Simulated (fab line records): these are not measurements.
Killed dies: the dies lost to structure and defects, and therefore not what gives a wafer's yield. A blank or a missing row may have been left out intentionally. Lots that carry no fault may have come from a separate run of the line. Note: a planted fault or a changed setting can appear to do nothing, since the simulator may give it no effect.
Split-lot trial -- flow n5-finfet -- 21 wafers read across 7 lots, on a route 1938 steps long

## SPLIT DETAILS
At N5_BEOL_M5_DEP_56 (deposits SiCN from 3MS/NH3, target thk 8 nm, time 14 s), the setting time-s was moved away from the recipe's 14 s on 6 of the 21 wafers read, by -10.7% to +8.6%. For the rest of the wafers, this setting stayed at what the recipe calls for.

The split's own step is where the reading is taken.

## THE READING
SiCN_of_BEOL_M5_DEP_56.thk-nm (the simulator's own value, which no gauge read), in nm, at N5_BEOL_M5_DEP_56 (deposits SiCN from 3MS/NH3, target thk 8 nm, time 14 s). The file gives no usual value for it. Average 8.0 nm, standard deviation 0.16 nm, over the 15 wafers here run with the recipe.

wafer,"tool, chamber at the split","time-s as run, s",against the recipe,"SiCN_of_BEOL_M5_DEP_56.thk-nm, nm",against lot-mates on the recipe
L074.1,"pecvd-02, 2",15.21,+8.6%,8.4,+0.4
L074.2,"pecvd-02, 0",15.21,+8.6%,8.6,+0.6
L074.3,"pecvd-02, 1",14,recipe,8,-
L077.3,"pecvd-02, 2",14,recipe,8,-
L077.4,"pecvd-02, 1",14,recipe,8.4,-
L077.5,"pecvd-02, 2",14.54,+3.9%,8.4,+0.2
L078.1,"pecvd-03, 1",14,recipe,8,-
L078.3,"pecvd-03, 1",14,recipe,8.2,-
L078.5,"pecvd-03, 0",12.5,-10.7%,7.4,-0.7
L080.1,"pecvd-02, 0",14.64,+4.6%,8.6,+0.5
L080.2,"pecvd-02, 2",14,recipe,8,-
L080.3,"pecvd-02, 1",14,recipe,8.2,-
L084.4,"pecvd-03, 1",14,recipe,7.8,-
L084.5,"pecvd-03, 0",14.95,+6.8%,8.4,+0.5
L084.6,"pecvd-03, 2",14,recipe,8,-
L088.1,"pecvd-04, 1,0",14,recipe,7.8,-
L088.2,"pecvd-04, 1,0",14,recipe,7.8,-
L088.5,"pecvd-04, 2",14,recipe,8,-
L096.2,"pecvd-02, 0,2",14,recipe,8,-
L096.3,"pecvd-02, 0,2",14,recipe,8,-
L096.6,"pecvd-02, 1",14,recipe,8.2,-
If several chambers appear in one row, that row covers several wafers at once and the file leaves open which wafer was in which chamber.

FIT RESULTS
A straight line over all 21 wafers: SiCN_of_BEOL_M5_DEP_56.thk-nm changes by +0.0612 nm for each +1% of time-s; r = +0.84; the points scatter about the line by 0.17 nm.
The same after taking each lot's own level away (the mean of its wafers on the recipe; 21 wafers): +0.065 nm for each +1%; r = +0.91; scatter 0.12 nm.
Per that fit: largest time-s move, reading shift of 0.7 nm.
From 7.87 to 8.20 nm: that is the span of the lots' own levels, equal to 2.1 times the standard deviation above.
The two slopes are in agreement: the lot-to-lot level therefore moves the slope only a little.
Check: with one of the wafers moved furthest among these (-10.7%) left out of the fit, the line predicts -0.687 nm for it against its lot-mates. It came out at -0.7 nm against them.

## THE OTHER SPLITS THESE WAFERS WENT THROUGH
Other splits were also applied to these wafers ahead of the reading. Each is held against what the fit with the lots' levels taken away leaves over:
other split on the same wafers,wafers away from the commonest value,r with SiCN_of_BEOL_M5_DEP_56.thk-nm (lot level and that fit taken away)
N5_BEOL_M5_EXPOSE_08 dose-mj,9,+0.05
N5_BEOL_M5_CMP_52 platen-rpm,7,-0.22

## FILE'S OWN FIT
SiCN_of_BEOL_M5_DEP_56.thk-nm changes by +0.0673 nm for each +1% of time-s, r = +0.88.
